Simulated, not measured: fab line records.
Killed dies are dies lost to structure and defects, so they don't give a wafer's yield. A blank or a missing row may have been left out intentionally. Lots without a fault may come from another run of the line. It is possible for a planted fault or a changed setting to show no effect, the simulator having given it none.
fab line records	flow n5_finfet
[record] lots = 10	wafers = 28	last_day = 16
route steps=1938 shown BEOL_M10@1487 PASSIVATION@1936
lots that met no fault: taken from a fault-free run of the same line
start_h: hours from the record's opening day to when the first of the lot's shown wafers began	wait_h: time in hours since the lot's previous step	" identical to the entry in the row above	L1.1+2: several wafers, shown together as one row	- value missing, or start not given	* or withheld: withheld	< > ~ a bound
route shown NAME@n: a module of which the file shows steps, and the number in the route of the first	usual: the fault-free wafers' mean and standard deviation	same: alike in all rows	chamber/n: place in a boat	sites: the reading at each site	_std_site: how widely they spread, as a standard deviation	_edge_site: inner sites' mean taken away from outer sites' mean	radius_mm: how far each site lies from the wafer's centre	mask NAME#n: copy n	behind: the tool/chamber that last shaped the wafer	hold: why the lot was held/for how many hours/how that ended	device: whichever transistor did not switch (one of n, p or np)	end of line: the same wafers' tests at the end of the route	where a step has no rows: the recipe by itself	killed: dies lost to structure and defects at the first sort, not the wafer's yield	map: per-die view of a wafer (x killed, . not killed, _ where there is no die)
set.NAME: setting as actually run; set.NAME@STEP: the setting as run at that earlier step	model.NAME: the simulator's own value behind a step, which no gauge read
a sample of lots followed through the steps of the route, with each step as a table and each wafer as a row
services: a tool's chamber out of use, with start hour (start_h, from the record's first day; less than 0 if before it), hours out, and reason
[[steps]]
[step N5_BEOL_M10_ETCH_61]
[recipe] chemistry = CF4	target = SiARC	target_depth_a = 390	mask_material = CAR-ArF	time_s = 65	ion_energy_ev = 80	pressure_mtorr = 40	source_w = 545	bias_w = 36	Ar_flow_sccm = 100	cf4_flow_sccm = 100	ends = cleared
[usual] cf4_flow_sccm = 100.0/0.3	drypump_motor_current_A = 5.58/0.29	etch_rf_on_time_s = 65.6/1.9	oes_product_au = 0.69/0.072	rf_vpp_V = 183.8/1.1	showerhead_plenum_p_Torr = 2.12/0.064	throttle_valve_pct = 15.57/0.23
lot.wafer	tool	chamber	start_h	wait_h	cf4_flow_sccm	drypump_motor_current_A	etch_rf_on_time_s	oes_product_au	rf_hours_counter_h	rf_vpp_V	showerhead_plenum_p_Torr	throttle_valve_pct
L337.3	rie_diel-03	3	204.54	0.0	99.8	5.94	68.8	0.60	175	184.7	2.11	15.51
L337.4	"	2	"	"	99.4	5.70	67.2	0.75	56	185.4	2.18	15.48
L337.5	"	0	"	"	99.6	5.08	64.3	0.58	-	184.8	2.20	15.63
L340.1	rie_diel-06	1	225.21	0.0	100.2	5.40	65.0	0.75	48	185.0	2.17	15.47
L340.3	"	3	"	"	100.3	5.92	66.5	0.58	230	182.3	2.03	15.91
L340.6	"	2	"	"	99.9	5.52	64.0	0.72	-	185.7	2.17	15.54
L341.1	rie_diel-06	0	231.89	0.0	100.3	6.02	68.1	0.71	52	183.7	2.08	15.36
L341.5	"	2	"	"	100.0	5.56	63.2	0.71	-	183.2	2.17	15.56
L341.6	"	3	"	"	100.1	5.94	65.9	0.59	-	183.0	2.03	15.92
L348.2	rie_diel-03	1	274.22	0.0	99.8	5.20	65.8	0.65	152	183.4	2.05	15.56
L348.3	"	3	"	"	100.1	5.89	67.2	0.60	203	183.1	2.10	15.58
L348.6	"	2	"	"	100.5	5.71	67.4	0.71	-	185.1	2.17	15.51
L349.4	rie_diel-03	2	295.00	0.0	100.2	5.71	67.3	0.71	87	185.3	2.17	15.51
L349.6	"	0	"	"	100.3	5.09	62.7	0.78	-	184.0	2.19	15.17
L351.1	rie_diel-02	2	298.93	0.0	100.4	5.69	64.0	0.83	0	183.5	2.10	15.39
L351.4	"	0	"	"	99.4	5.69	69.1	0.57	-	181.9	2.02	15.96
L351.5	"	2	"	"	100.6	5.70	63.4	0.83	-	182.4	2.10	15.40
L352.2	rie_diel-03	0	307.46	0.0	99.6	5.13	63.8	0.76	26	184.2	2.19	15.20
L352.5	"	2	"	"	100.0	5.69	68.2	0.70	-	184.2	2.17	15.54
L352.6	"	1	"	"	100.0	5.21	67.3	0.64	-	182.5	2.05	15.57
L353.3	rie_diel-02	2	316.15	0.0	99.7	5.73	63.1	0.79	9	184.8	2.10	15.40
L353.5	"	1	"	"	99.8	5.24	65.6	0.61	-	182.9	2.06	16.13
L354.1	rie_diel-02	3	319.17	0.0	100.6	5.73	65.4	0.71	66	183.0	2.08	15.52
L354.3	"	1	"	"	99.9	5.23	65.7	0.61	181	184.2	2.06	16.14
L354.5	"	2	"	"	100.4	5.68	63.5	0.78	-	183.2	2.10	15.40
L355.2	rie_diel-02	2	323.10	0.0	100.6	5.67	63.4	0.78	12	183.7	2.10	15.42
L355.4	"	1	"	"	99.8	5.22	66.1	0.60	182	182.2	2.06	16.15
L355.5	"	2	"	"	100.2	5.70	63.2	0.79	-	183.7	2.10	15.41
[step N5_BEOL_M10_STRIP_19]
[recipe] chemistry = O2	power_w = 400	temp_c = 40	pressure_mtorr = 30	rf_frequency_hz = 6e+07	bias_power_w = 0	overash_fraction = 0.2	o2_flow_sccm = 225
[usual] drypump_motor_current_A = 5.61/0.29	oes_product_au = 0.79/0.08	rf_vpp_V = 3.7/0.64	showerhead_plenum_p_Torr = 2.06/0.057	throttle_valve_pct = 16.63/0.25
lot.wafer	tool	chamber	start_h	wait_h	drypump_motor_current_A	oes_product_au	rf_hours_counter_h	rf_vpp_V	showerhead_plenum_p_Torr	throttle_valve_pct
L337.3	rie_diel-06	2	204.96	0.1	5.53	0.85	82	3.5	2.11	16.53
L337.4	"	3	"	"	5.93	0.68	224	2.7	1.99	16.95
L337.5	"	0	"	"	6.05	0.86	-	3.0	2.04	16.42
L340.1	rie_diel-03	1	225.69	0.2	5.22	0.78	133	2.4	2.04	16.76
L340.3	"	2	"	"	5.69	0.87	65	3.3	2.11	16.42
L340.6	"	2	"	"	5.71	0.87	-	3.9	2.11	16.43
L341.1	rie_diel-02	3	232.34	0.2	5.73	0.89	30	3.4	2.05	16.55
L341.5	"	2	"	"	5.68	0.69	-	3.6	2.05	16.85
L341.6	"	1	"	"	5.23	0.74	-	3.5	2.01	17.11
L348.2	rie_diel-03	0	274.57	0.1	5.12	0.92	15	3.7	2.15	16.23
L348.3	"	3	"	"	5.94	0.72	203	4.0	2.04	16.49
L348.6	"	0	"	"	5.11	0.91	-	3.5	2.15	16.23
L349.4	rie_diel-03	3	295.35	0.1	5.90	0.72	210	3.5	2.03	16.53
L349.6	"	3	"	"	5.87	0.72	-	3.2	2.03	16.52
L351.1	rie_diel-03	2	299.40	0.2	5.71	0.85	88	2.5	2.11	16.48
L351.4	"	1	"	"	5.24	0.76	160	3.5	2.03	16.80
L351.5	"	1	"	"	5.24	0.76	-	2.7	2.03	16.80
L352.2	rie_diel-03	1	307.81	0.1	5.22	0.75	164	4.2	2.03	16.80
L352.5	"	3	"	"	5.92	0.71	-	2.6	2.03	16.50
L352.6	"	2	"	"	5.70	0.84	-	3.2	2.11	16.47
L353.3	rie_diel-02	2	316.50	0.1	5.71	0.91	9	4.1	2.04	16.41
L353.5	"	3	"	"	5.76	0.83	-	2.3	2.04	16.62
L354.1	rie_diel-02	1	319.71	0.3	5.20	0.71	181	3.1	2.00	17.16
L354.3	"	3	"	"	5.75	0.84	66	3.7	2.04	16.64
L354.5	"	3	"	"	5.74	0.84	-	4.9	2.04	16.63
L355.2	rie_diel-06	1	323.69	0.3	5.40	0.81	87	4.6	2.12	16.63
L355.4	"	1	"	"	5.40	0.81	-	3.9	2.12	16.63
L355.5	"	0	"	"	6.05	0.79	-	3.9	2.02	16.52
[step N5_BEOL_M10_ETCH_41]
[recipe] chemistry = CH3F/O2	target = SiCN	target_depth_a = 426	taper_deg = 2	time_s = 86	ion_energy_ev = 120	mask_material = TiN	pressure_mtorr = 30	source_w = 395	bias_w = 75	Ar_flow_sccm = 150	CH3F_flow_sccm = 30	O2_flow_sccm = 20
[usual] drypump_motor_current_A = 5.61/0.29	oes_product_au = 0.80/0.077	rf_vpp_V = 296.8/1.4	showerhead_plenum_p_Torr = 1.97/0.061	throttle_valve_pct = 16.26/0.24
lot.wafer	tool	chamber	start_h	wait_h	drypump_motor_current_A	oes_product_au	rf_hours_counter_h	rf_vpp_V	showerhead_plenum_p_Torr	throttle_valve_pct
L337.3	rie_diel-03	2	205.88	-	5.73	0.87	57	299.1	2.03	16.16
L337.4	"	3	"	"	5.88	0.72	176	297.3	1.97	16.22
L337.5	"	2	"	"	5.73	0.88	-	297.5	2.03	16.14
L340.1	rie_diel-03	3	227.91	-	5.90	0.71	186	298.0	1.97	16.25
L340.3	"	2	"	"	5.70	0.85	67	297.3	2.03	16.15
L340.6	"	2	"	"	5.69	0.85	-	298.2	2.03	16.15
L341.1	rie_diel-02	2	236.57	-	5.71	0.69	236	297.0	1.95	16.50
L341.5	"	2	"	"	5.71	0.70	-	296.3	1.95	16.49
L341.6	"	3	"	"	5.74	0.90	-	296.0	1.96	16.19
L348.2	rie_diel-03	3	275.88	-	5.89	0.70	204	296.0	1.97	16.28
L348.3	"	0	"	"	5.12	0.91	15	298.3	2.05	15.87
L348.6	"	2	"	"	5.69	1.08	-	295.6	2.03	16.20
L349.4	rie_diel-03	0	298.07	-	5.09	1.15	23	298.9	2.05	15.89
L349.6	"	1	"	"	5.23	0.97	-	295.5	1.90	16.24
L351.1	rie_diel-06	2	302.61	-	5.53	0.81	112	298.5	2.02	16.30
L351.4	"	1	"	"	5.42	0.83	-	297.8	2.03	16.27
L351.5	"	2	"	"	5.53	0.81	-	295.6	2.02	16.30
L352.2	rie_diel-06	2	308.88	-	5.51	0.81	116	296.8	2.01	16.29
L352.5	"	1	"	"	5.41	0.82	-	298.0	2.02	16.29
L352.6	"	2	"	"	5.52	0.81	-	297.8	2.01	16.31
L353.3	rie_diel-02	3	317.37	-	5.74	0.84	65	296.4	1.95	16.22
L353.5	"	2	"	"	5.65	0.92	-	294.6	1.94	16.02
L354.1	rie_diel-06	2	322.93	-	5.52	0.81	122	297.5	2.01	16.32
L354.3	"	0	"	"	6.01	0.79	88	296.2	1.92	16.08
L354.5	"	1	"	"	5.40	0.83	-	296.9	2.02	16.27
L355.2	rie_diel-06	3	324.48	-	5.94	0.92	5	299.9	2.13	16.13
L355.4	"	0	"	"	6.04	0.79	89	296.0	1.92	16.07
L355.5	"	2	"	"	5.51	0.79	-	296.8	2.01	16.33
[step N5_BEOL_M10_PRE_CLEAN_45]
[recipe] gas = H2/He	time_s = 30	temp_c = 250
[usual] heater_power_w = 332/16
lot.wafer	tool	chamber	start_h	wait_h	heater_power_w
L337.3	pvd_sputter-03	-	206.71	0.0	308
L337.4	"	-	"	"	361
L337.5	"	-	"	"	359
L340.1	pvd_sputter-03	-	228.80	0.0	313
L340.3	"	-	"	"	346
L340.6	"	-	"	"	330
L341.1	pvd_sputter-02	-	237.27	0.0	346
L341.5	"	-	"	"	323
L341.6	"	-	"	"	297
L348.2	pvd_sputter-02	-	276.77	0.0	338
L348.3	"	-	"	"	301
L348.6	"	-	"	"	295
L349.4	pvd_sputter-01	-	299.31	0.0	327
L349.6	"	-	"	"	323
L351.1	pvd_sputter-01	-	303.41	0.0	321
L351.4	"	-	"	"	340
L351.5	"	-	"	"	336
L352.2	pvd_sputter-02	-	311.23	0.0	301
L352.5	"	-	"	"	297
L352.6	"	-	"	"	349
L353.3	pvd_sputter-01	-	318.50	0.0	327
L353.5	"	-	"	"	322
L354.1	pvd_sputter-02	-	324.04	0.0	329
L354.3	"	-	"	"	350
L354.5	"	-	"	"	329
L355.2	pvd_sputter-03	-	325.74	0.0	329
L355.4	"	-	"	"	317
L355.5	"	-	"	"	318
[step N5_PASSIVATION_PROBE_49]
[usual] defect_limited_yield = 91.4/1.4	killed_at_M0_to_M3 = 34/8.9	killed_at_M4_up = 13/4.6	killed_at_contacts = 12/5.5	killed_at_front_end = 41/11	killed_at_other = 3.1/2.9	killed_dies = 102/16	killed_on_rim = 13/4.2	killed_open = 66/11	killed_short = 34/7.6	sort_bin_5_function = 5.1/0.89	sort_bin_6_memory = 3.2/0.61	sort_n_pass = 1078/16	sort_yield_pct = 91.3/1.4
[same] gross_dies = 1180	killed_at_back_side = 0	sort_bin_4_leakage[%] = 0	sort_bin_8_speed[%] = 0
lot.wafer	tool	chamber	start_h	wait_h	defect_limited_yield[%]	killed_at_M0_to_M3	killed_at_M4_up	killed_at_contacts	killed_at_front_end	killed_at_other	killed_dies	killed_on_rim	killed_open	killed_short	sort_bin_5_function[%]	sort_bin_6_memory[%]	sort_n_pass	sort_yield_pct[%]
L337.3	prober-02	-	264.56	0.1	92.5	32	9	6	41	0	88	6	59	26	4.0	3.1	1092	92.5
L337.4	prober-02	-	264.61	0.2	89.5	50	6	4	56	8	124	24	74	50	5.8	4.1	1056	89.5
L337.5	prober-02	-	264.66	0.2	90.3	35	6	25	41	7	114	9	69	45	6.0	3.3	1066	90.3
L340.1	prober-02	-	281.26	0.0	90.1	30	11	13	63	0	117	12	81	34	5.2	4.2	1063	90.1
L340.3	prober-02	-	281.36	0.1	91.4	20	9	11	59	2	101	14	64	37	4.8	3.3	1079	91.4
L340.6	prober-02	-	281.51	0.3	89.7	27	27	12	53	3	122	15	79	34	6.4	3.1	1058	89.7
L341.1	prober-01	-	286.01	0.0	90.5	48	16	14	32	2	112	12	69	41	5.8	3.1	1068	90.5
L341.5	prober-01	-	286.21	0.2	89.8	54	12	5	46	3	120	21	71	49	6.7	3.1	1060	89.8
L341.6	prober-01	-	286.26	0.3	92.7	36	15	15	15	5	86	7	54	32	4.3	2.8	1094	92.7
L348.2	prober-01	-	326.41	0.1	93.6	23	8	9	32	3	75	14	46	29	3.6	2.4	1105	93.6
L348.3	prober-01	-	326.46	0.1	91.1	33	20	6	45	1	105	10	63	41	5.3	3.0	1075	91.1
L348.6	prober-01	-	326.61	0.3	91.3	34	12	9	44	4	103	15	71	31	5.3	2.9	1077	91.3
L349.4	prober-01	-	346.77	0.2	91.2	27	13	13	47	4	104	14	64	40	5.3	3.3	1076	91.2
L349.6	prober-01	-	346.87	0.3	91.1	25	13	12	53	2	105	14	75	30	5.3	3.5	1075	91.1
L351.1	prober-01	-	354.29	0.0	90.8	27	9	15	48	9	108	8	70	37	4.6	4.2	1072	90.8
L351.4	prober-01	-	354.44	0.2	92.5	24	10	15	35	5	89	15	59	29	4.6	2.5	1091	92.5
L351.5	prober-01	-	354.49	0.2	93.0	26	11	8	37	1	83	8	53	26	3.4	3.1	1097	93.0
L352.2	prober-02	-	358.13	0.1	89.7	32	13	15	56	6	122	12	76	45	6.4	3.6	1058	89.7
L352.5	prober-02	-	358.28	0.2	89.9	33	15	8	56	7	119	15	76	42	5.9	3.9	1061	89.9
L352.6	prober-02	-	358.33	0.3	92.2	26	9	4	38	15	92	10	67	23	3.6	4.0	1088	92.2
L353.3	prober-02	-	362.56	0.1	93.5	32	14	7	21	3	77	13	46	29	4.4	1.9	1103	93.5
L353.5	prober-02	-	362.66	0.2	91.4	34	24	7	34	2	101	18	70	26	4.8	3.3	1079	91.4
L354.1	prober-01	-	374.09	0.0	90.0	33	17	10	53	5	118	14	73	44	6.5	3.1	1062	90.0
L354.3	prober-01	-	374.19	0.1	89.9	32	21	4	58	4	119	16	79	40	5.8	3.9	1061	89.9
L354.5	prober-01	-	374.29	0.2	92.1	32	13	15	31	2	93	11	62	31	4.6	3.1	1087	92.1
L355.2	prober-02	-	374.35	0.1	91.4	32	9	10	47	3	101	13	75	26	5.3	3.0	1079	91.4
L355.4	prober-02	-	374.45	0.2	91.4	36	15	10	39	2	102	12	62	40	4.7	3.6	1078	91.4
L355.5	prober-02	-	374.50	0.2	93.0	32	12	6	31	2	83	12	62	21	4.2	2.8	1097	93.0
// killed by level:class
L337.3 BEOL_M3:geometric_particle:open=14 FIN_SAQP:geometric_particle:open=10 FIN_SAQP:geometric_particle:short=6 BEOL_M1:geometric_particle:open=6 MOL_CONTACT_COAG:geometric_particle:open=5 GATE_CUT:geometric_particle:short=4 BEOL_M2:geometric_particle:open=4 STI_FIN_REVEAL:geometric_particle:open=3
L337.4 BEOL_M0_SAQP:geometric_particle:open=17 BEOL_M0_SAQP:geometric_particle:short=11 FIN_SAQP:geometric_particle:short=9 FIN_SAQP:geometric_particle:open=9 GATE_CUT:geometric_particle:short=8 BEOL_M1:geometric_particle:open=6 STI_FIN_REVEAL:geometric_particle:open=5 DUMMY_GATE:geometric_particle:open=5
L337.5 MOL_CONTACT_COAG:geometric_particle:open=19 BEOL_M2:geometric_particle:open=9 FIN_SAQP:geometric_particle:open=8 BEOL_M0_SAQP:geometric_particle:short=8 BEOL_M3:geometric_particle:open=8 GATE_CUT:geometric_particle:short=6 GATE_CUT:geometric_particle:open=6 MOL_CONTACT_COAG:geometric_particle:short=6
L340.1 STI_FIN_REVEAL:geometric_particle:open=17 MOL_CONTACT_COAG:geometric_particle:open=10 BEOL_M1:geometric_particle:open=9 FIN_SAQP:geometric_particle:open=7 DUMMY_GATE:geometric_particle:open=7 BEOL_M0_SAQP:geometric_particle:short=7 GATE_CUT:geometric_particle:open=6 BEOL_M4:geometric_particle:open=6
L340.3 FIN_SAQP:geometric_particle:open=18 FIN_SAQP:geometric_particle:short=12 MOL_CONTACT_COAG:geometric_particle:open=8 STI_FIN_REVEAL:geometric_particle:open=6 DUMMY_GATE:geometric_particle:open=6 STARTING-WAFER:geometric_particle:short=6 BEOL_M3:geometric_particle:open=5 BEOL_M1:geometric_particle:open=4
L340.6 MOL_CONTACT_COAG:geometric_particle:open=11 BEOL_M4:geometric_particle:open=11 FIN_SAQP:geometric_particle:short=8 BEOL_M1:geometric_particle:open=8 HKMG_FIN:area_etch=8 STI_FIN_REVEAL:geometric_particle:open=7 BEOL_M5:geometric_particle:open=7 DUMMY_GATE:geometric_particle:open=6
L341.1 BEOL_M0_SAQP:geometric_particle:open=13 BEOL_M0_SAQP:geometric_particle:short=11 MOL_CONTACT_COAG:geometric_particle:open=11 FIN_SAQP:geometric_particle:open=10 BEOL_M1:geometric_particle:short=8 BEOL_M4:geometric_particle:open=8 BEOL_M3:geometric_particle:open=7 FIN_SAQP:geometric_particle:short=6
L341.5 BEOL_M0_SAQP:geometric_particle:open=21 BEOL_M0_SAQP:geometric_particle:short=18 FIN_SAQP:geometric_particle:short=13 BEOL_M1:geometric_particle:open=9 STI_FIN_REVEAL:geometric_particle:open=7 FIN_SAQP:geometric_particle:open=6 MOL_CONTACT_COAG:geometric_particle:open=5 BEOL_M4:geometric_particle:open=5
L341.6 BEOL_M0_SAQP:geometric_particle:short=15 MOL_CONTACT_COAG:geometric_particle:open=14 BEOL_M5:geometric_particle:open=8 BEOL_M0_SAQP:geometric_particle:open=7 BEOL_M2:geometric_particle:open=4 STARTING-WAFER:geometric_particle:open=4 BEOL_M1:geometric_particle:open=3 BEOL_M3:geometric_particle:open=3
L348.2 STI_FIN_REVEAL:geometric_particle:open=8 FIN_SAQP:geometric_particle:short=6 BEOL_M0_SAQP:geometric_particle:short=6 BEOL_M2:geometric_particle:open=6 MOL_CONTACT_COAG:geometric_particle:open=5 FIN_SAQP:geometric_particle:open=4 MOL_CONTACT_COAG:geometric_particle:short=4 BEOL_M2:geometric_particle:short=3
L348.3 FIN_SAQP:geometric_particle:short=10 BEOL_M2:geometric_particle:open=10 BEOL_M0_SAQP:geometric_particle:short=9 BEOL_M0_SAQP:geometric_particle:open=8 STI_FIN_REVEAL:geometric_particle:open=7 GATE_CUT:geometric_particle:short=7 BEOL_M4:geometric_particle:open=6 FIN_SAQP:geometric_particle:open=4
L348.6 STI_FIN_REVEAL:geometric_particle:open=16 FIN_SAQP:geometric_particle:open=9 MOL_CONTACT_COAG:geometric_particle:open=8 BEOL_M0_SAQP:geometric_particle:short=8 BEOL_M4:geometric_particle:open=7 BEOL_M0_SAQP:geometric_particle:open=6 FIN_SAQP:geometric_particle:short=4 BEOL_M0:geometric_particle:open=4
L349.4 FIN_SAQP:geometric_particle:short=17 FIN_SAQP:geometric_particle:open=15 MOL_CONTACT_COAG:geometric_particle:open=12 BEOL_M0_SAQP:geometric_particle:open=8 BEOL_M0:geometric_particle:open=7 STI_FIN_REVEAL:geometric_particle:open=6 BEOL_M0_SAQP:geometric_particle:short=5 BEOL_M4:geometric_particle:short=4
L349.6 FIN_SAQP:geometric_particle:open=15 STI_FIN_REVEAL:geometric_particle:open=13 MOL_CONTACT_COAG:geometric_particle:open=11 FIN_SAQP:geometric_particle:short=9 BEOL_M0_SAQP:geometric_particle:open=8 BEOL_M4:geometric_particle:open=7 BEOL_M0_SAQP:geometric_particle:short=5 STI_FIN_REVEAL:geometric_particle:short=4
L351.1 FIN_SAQP:geometric_particle:short=13 FIN_SAQP:geometric_particle:open=12 MOL_CONTACT_COAG:geometric_particle:open=11 STI_FIN_REVEAL:geometric_particle:open=9 BEOL_M0_SAQP:geometric_particle:open=6 BEOL_M3:geometric_particle:open=5 GATE_CUT:geometric_particle:short=4 MOL_CONTACT_COAG:geometric_particle:short=4
L351.4 MOL_CONTACT_COAG:geometric_particle:open=11 FIN_SAQP:geometric_particle:short=7 STI_FIN_REVEAL:geometric_particle:open=6 ILD0:geometric_particle:short=5 BEOL_M0:geometric_particle:open=5 BEOL_M2:geometric_particle:open=5 BEOL_M3:geometric_particle:open=5 FIN_SAQP:geometric_particle:open=4
L351.5 STI_FIN_REVEAL:geometric_particle:open=9 MOL_CONTACT_COAG:geometric_particle:open=8 BEOL_M1:geometric_particle:open=8 FIN_SAQP:geometric_particle:open=6 BEOL_M0_SAQP:geometric_particle:open=5 BEOL_M0_SAQP:geometric_particle:short=5 BEOL_M3:geometric_particle:open=5 FIN_SAQP:geometric_particle:short=4
L352.2 STI_FIN_REVEAL:geometric_particle:open=15 MOL_CONTACT_COAG:geometric_particle:open=12 DUMMY_GATE:geometric_particle:open=11 BEOL_M0_SAQP:geometric_particle:open=11 BEOL_M0_SAQP:geometric_particle:short=8 FIN_SAQP:geometric_particle:short=6 BEOL_M4:geometric_particle:open=6 STI_FIN_REVEAL:geometric_particle:short=5
L352.5 STI_FIN_REVEAL:geometric_particle:open=16 DUMMY_GATE:geometric_particle:open=8 BEOL_M0_SAQP:geometric_particle:short=8 BEOL_M3:geometric_particle:open=8 FIN_SAQP:geometric_particle:open=7 BEOL_M4:geometric_particle:open=7 GATE_CUT:geometric_particle:short=6 MOL_CONTACT_COAG:geometric_particle:open=5
L352.6 STI_FIN_REVEAL:geometric_particle:open=8 DUMMY_GATE:geometric_particle:open=8 BEOL_M0_SAQP:geometric_particle:open=8 MIM_TOP_ETCH:geometric_particle:short=8 GATE_CUT:geometric_particle:open=7 STARTING-WAFER:geometric_particle:open=5 BEOL_M2:geometric_particle:open=4 GATE_CUT:geometric_particle:short=4
L353.3 BEOL_M0_SAQP:geometric_particle:open=9 MOL_CONTACT_COAG:geometric_particle:open=7 BEOL_M0_SAQP:geometric_particle:short=7 BEOL_M4:geometric_particle:open=7 FIN_SAQP:geometric_particle:open=4 BEOL_M3:geometric_particle:open=4 FIN_SAQP:geometric_particle:short=3 BEOL_M1:geometric_particle:open=3
L353.5 BEOL_M4:geometric_particle:open=15 BEOL_M1:geometric_particle:open=11 STI_FIN_REVEAL:geometric_particle:open=7 FIN_SAQP:geometric_particle:open=6 MOL_CONTACT_COAG:geometric_particle:open=6 BEOL_M0_SAQP:geometric_particle:short=6 BEOL_M3:geometric_particle:open=5 GATE_CUT:geometric_particle:short=5
L354.1 FIN_SAQP:geometric_particle:short=14 STI_FIN_REVEAL:geometric_particle:open=12 MOL_CONTACT_COAG:geometric_particle:open=9 FIN_SAQP:geometric_particle:open=8 DUMMY_GATE:geometric_particle:open=7 BEOL_M4:geometric_particle:open=7 BEOL_M0_SAQP:geometric_particle:short=6 BEOL_M0_SAQP:geometric_particle:open=5
L354.3 FIN_SAQP:geometric_particle:short=15 STI_FIN_REVEAL:geometric_particle:open=14 FIN_SAQP:geometric_particle:open=11 BEOL_M0_SAQP:geometric_particle:short=8 BEOL_M0_SAQP:geometric_particle:open=8 BEOL_M1:geometric_particle:open=7 BEOL_M4:geometric_particle:open=6 BEOL_M4:geometric_particle:short=5
L354.5 MOL_CONTACT_COAG:geometric_particle:open=11 GATE_CUT:geometric_particle:short=7 BEOL_M1:geometric_particle:open=7 BEOL_M4:geometric_particle:open=6 DUMMY_GATE:geometric_particle:open=5 BEOL_M0_SAQP:geometric_particle:open=5 BEOL_M2:geometric_particle:open=5 BEOL_M3:geometric_particle:open=5
L355.2 FIN_SAQP:geometric_particle:open=15 BEOL_M1:geometric_particle:open=13 MOL_CONTACT_COAG:geometric_particle:open=10 FIN_SAQP:geometric_particle:short=5 STI_FIN_REVEAL:geometric_particle:open=5 BEOL_M0_SAQP:geometric_particle:open=5 STI_FIN_REVEAL:geometric_particle:short=4 GATE_CUT:geometric_particle:open=4
L355.4 BEOL_M3:geometric_particle:open=9 FIN_SAQP:geometric_particle:short=8 BEOL_M1:geometric_particle:open=8 MOL_CONTACT_COAG:geometric_particle:open=7 GATE_CUT:geometric_particle:open=6 BEOL_M0_SAQP:geometric_particle:short=6 FIN_SAQP:geometric_particle:open=5 GATE_CUT:geometric_particle:short=5
L355.5 FIN_SAQP:geometric_particle:short=11 BEOL_M1:geometric_particle:open=10 BEOL_M3:geometric_particle:open=9 FIN_SAQP:geometric_particle:open=8 MOL_CONTACT_COAG:geometric_particle:open=6 DUMMY_GATE:geometric_particle:open=5 BEOL_M2:geometric_particle:open=4 BEOL_M5:geometric_particle:open=4
[[services]]
tool	chamber	start_h	hours	kind
rie_diel-02	-	198.01	0.6	repair
rie_diel-02	1	204.08	6.8	repair
rie_diel-03	0	211.06	-	clean
rie_diel-03	0	211.06	-	consumable_replace:focus_ring
rie_diel-03	0	211.06	26.7	scheduled_down
rie_diel-03	0	211.06	26.7	vent_cycle
rie_diel-02	-	223.96	2.3	repair
rie_diel-03	2	228.06	8.4	repair
rie_diel-06	2	235.93	8.0	repair
rie_diel-02	0	246.25	4.4	repair
rie_diel-06	3	253.06	2.6	repair
rie_diel-02	2	277.61	-	clean
rie_diel-02	2	277.61	-	consumable_replace:focus_ring
rie_diel-02	2	277.61	20.2	scheduled_down
rie_diel-02	2	277.61	20.2	vent_cycle
rie_diel-06	3	286.58	-	clean
rie_diel-06	3	286.58	-	consumable_replace:focus_ring
rie_diel-06	3	286.58	-	consumable_replace:showerhead
rie_diel-06	3	286.58	22.1	scheduled_down
rie_diel-06	3	286.58	22.1	vent_cycle
rie_diel-02	0	300.60	-	clean
rie_diel-02	0	300.60	-	consumable_replace:focus_ring
rie_diel-03	-	308.90	0.2	repair
rie_diel-06	3	322.17	1.7	repair
[[key]]
[first_sign] step = N5_BEOL_M10_ETCH_41	reading = oes_product_au	direction = up	sigmas = 3.4	usual = 0.80	struck = 1.07
effect none on later readings
met_at N5_BEOL_M10_ETCH_41
struck_lots L348,L349
struck_wafers L348.6,L349.4,L349.6
not_acting_at N5_BEOL_M10_ETCH_61,N5_BEOL_M10_STRIP_19,N5_BEOL_M10_PRE_CLEAN_45
onset_between 227.91 275.88
[fault] kind = process_parameter_drift	tool = rie_diel-03	chamber = -	onset_h = 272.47	steps = N5_BEOL_M10_ETCH_41	channel = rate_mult	offset = 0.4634	shape = step	end_h = 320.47	scope = struck_wafers_only
